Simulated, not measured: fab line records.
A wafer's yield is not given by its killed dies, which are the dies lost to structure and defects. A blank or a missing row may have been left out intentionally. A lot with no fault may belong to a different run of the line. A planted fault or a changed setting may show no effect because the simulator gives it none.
Chamber matching    flow n5 finfet    N5_BEOL_M0_SAQP_STRIP_86 on rie diel-04: 4 sister chambers
The step strips in N2/H2. 20 wafers are shown with their chamber, then 10 later ones without.

WAFERS WITH THEIR CHAMBER
wafer   chamber  showerhead plenum p Torr (Torr)  throttle valve pct (%)  drypump motor current A (A)
L080.1  1        3.37                             19.21                   6.2
L080.3  0        3.56                             18.72                   5.5
L080.4  2        3.35                             19.13                   6.5
L081.1  0        3.55                             18.71                   5.4
L081.2  3        3.35                             19.00                   6.4
L081.5  1        3.37                             19.21                   6.2
L082.1  2        3.35                             19.14                   6.5
L082.3  1        3.37                             19.20                   6.1
L082.4  3        3.35                             18.97                   6.4
L083.1  0        3.55                             18.72                   5.4
L083.3  1        3.37                             19.19                   6.2
L083.6  3        3.35                             18.96                   6.4
L085.3  3        3.35                             18.99                   6.5
L085.4  2        3.34                             19.16                   6.5
L085.6  3        3.35                             18.99                   6.5
L088.1  1        3.36                             19.19                   6.1
L088.3  3        3.35                             18.99                   6.5
L088.5  3        3.35                             18.98                   6.5
L090.1  3        3.34                             18.95                   6.4
L090.2  2        3.34                             19.17                   6.5

SIGNATURES (means of the wafers above)
reading                   chamber 0  chamber 1  chamber 2  chamber 3  scatter within a chamber
showerhead plenum p Torr  3.5533     3.3680     3.3450     3.3487     0.00457
throttle valve pct        18.7167    19.2000    19.1500    18.9787    0.0149
drypump motor current A   5.433      6.160      6.500      6.450      0.0492
Rule: for a wafer and a chamber, the distance is found by dividing, reading by reading, the gap between the wafer's reading and the chamber's mean by the reading's scatter, squaring, summing and taking the root. The wafer belongs to the nearest chamber; if the next one is less than 2 further off, it can't be placed. The scatter is the square root of a quotient: the sum, over the shown wafers, of each reading's squared deviation from its chamber's mean, divided by wafers minus chambers.

WAFERS WHOSE CHAMBER IS MISSING
wafer   showerhead plenum p Torr (Torr)  throttle valve pct (%)  drypump motor current A (A)
L090.4  3.55                             18.75                   5.4
L094.1  3.54                             18.74                   5.4
L094.3  3.36                             19.22                   6.2
L094.4  3.34                             18.99                   6.5
L095.1  3.36                             19.23                   6.2
L095.2  3.54                             18.72                   5.5
L095.5  3.34                             19.02                   6.4
L096.1  3.34                             19.01                   6.4
L096.5  3.35                             19.24                   6.2
L096.6  3.33                             19.20                   6.5

THE CHAMBER EACH PASSED THROUGH
wafer   from the rows above  in truth
L090.4  0                    0
L094.1  0                    0
L094.3  1                    1
L094.4  3                    3
L095.1  1                    1
L095.2  0                    0
L095.5  3                    3
L096.1  3                    3
L096.5  1                    1
L096.6  2                    2
Placed correctly: 10 of 10. Can't be placed from these rows: 0. Wrongly placed: 0.
